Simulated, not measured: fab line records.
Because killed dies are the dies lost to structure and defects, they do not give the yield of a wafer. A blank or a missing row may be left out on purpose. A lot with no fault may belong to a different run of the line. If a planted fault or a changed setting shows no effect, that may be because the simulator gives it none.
Code-filled problem report in 8D (eight disciplines) form -- flow n5_finfet -- the parts of the form that need people (team, actions taken, sign-off) are left out

== 1. WHAT IS WRONG ==
Wafers without a fault read 0.81 a.u., standard deviation 0.082; oes_product_au at N5_BEOL_M11_ETCH_41 reads a mean of 1.27 a.u. on 3 wafers belonging to 2 lots. That puts it +5.6 standard deviations away from the usual mean.
The step: etches SiCN in CH3F/O2, target depth 42.6 nm, time 86 s.
First seen on wafer L718.1, day 14 20:40, on rie_diel-03. The record holds 30 wafers of 10 lots with a number at this step. Rule for "out", or "out of limits": more than 4 standard deviations from the usual mean. The rest of the wafers with a number are treated as sound.

== 2. WHAT THIS IS AND IS NOT ==
question,is,is not
which readings at this step,oes_product_au,"drypump_motor_current_A, rf_vpp_V, showerhead_plenum_p_Torr, throttle_valve_pct"
which lots,"L717, L718","L701, L702, L705, L708, L709, L721, L722, L723"
which wafers of those lots,"L717.2, L718.1, L718.2","L717.4, L717.6, L718.3"
read on which tools,rie_diel-03,"rie_diel-01, rie_diel-05"
when,from day 14 20:40,"up to then (16 sound wafers); but 11 sound wafers of L717, L721, L722, L723 came after"

== 3. WHAT RULES OUT EACH SUSPECT ==
Counting: any tool at a process step up to the reading remains a suspect provided it ran every lot that is out. Sound lots after the first of them don't rule it out here, since some wafers of a struck lot are sound.
- rie_diel-03 at N5_BEOL_M11_ETCH_65 (etches SiARC in CF4, target depth 39 nm, time 65 s): kept. It processed each lot that is out (first: L718, day 14 20:22); up to then, its last sound lot is L705 (day 11 19:52).
- rie_diel-03 at N5_BEOL_M11_TRENCH_ETCH_37 (etches SiCOH lowk in C4F6/O2, target depth 148.83 nm, time 48 s): kept. It processed each lot that is out (first: L718, day 14 20:40); up to then, its last sound lot is L705 (day 11 20:10). N5_BEOL_M11_TRENCH_ETCH_37: start missing for some lots; hours and lot order therefore follow N5_BEOL_M11_ETCH_41.
- rie_diel-03 at N5_BEOL_M11_ETCH_41 (etches SiCN in CH3F/O2, target depth 42.6 nm, time 86 s): kept. It processed each lot that is out (first: L718, day 14 20:40); up to then, its last sound lot is L705 (day 11 20:10). Out on those wafers are its own readings of oes_product_au.
- Within rie_diel-03 at N5_BEOL_M11_ETCH_65: the wafers that are out ran in chambers 0, 3; their sound lot-mates ran in chambers 1, 2.
- Within rie_diel-03 at N5_BEOL_M11_TRENCH_ETCH_37: the wafers that are out ran in chambers 0, 3; their sound lot-mates ran in chambers 1, 2.
- Within rie_diel-03 at N5_BEOL_M11_ETCH_41: the wafers that are out ran in chambers 0, 3; their sound lot-mates ran in chambers 1, 2.
Still standing after the count: rie_diel-03 at N5_BEOL_M11_ETCH_65, rie_diel-03 at N5_BEOL_M11_TRENCH_ETCH_37, rie_diel-03 at N5_BEOL_M11_ETCH_41.

== 4. THE CAUSE (what the simulator had put in) ==
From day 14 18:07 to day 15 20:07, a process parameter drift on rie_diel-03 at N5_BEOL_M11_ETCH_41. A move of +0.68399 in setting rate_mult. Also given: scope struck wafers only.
Of the 3 suspects that counting leaves, this tool is one.

== 5. SEQUENCE OF EFFECTS, ordered by route ==
One row per reading whose mean, taken over the struck wafers that have a number, lies over 3 standard deviations from the usual. Readings are gone through only where the record gives a usual standard deviation; hours: the median, over the lots, of the time from a lot's start at the first step in this table giving one to that lot's start at this step; sigmas: the change measured in usual standard deviations.
hours,step,reading,usual,on struck wafers,change,sigmas
0,N5_BEOL_M11_ETCH_41,oes_product_au,0.81 a.u.,1.27,+0.46,+5.6
Process steps it contains:
- N5_BEOL_M11_ETCH_41: etches SiCN in CH3F/O2, target depth 42.6 nm, time 86 s.

== 6. WHAT WOULD HAVE CAUGHT IT SOONER ==
First out-of-limits reading in this record: day 14 20:40, which is 3 hours after fault onset at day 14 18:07.
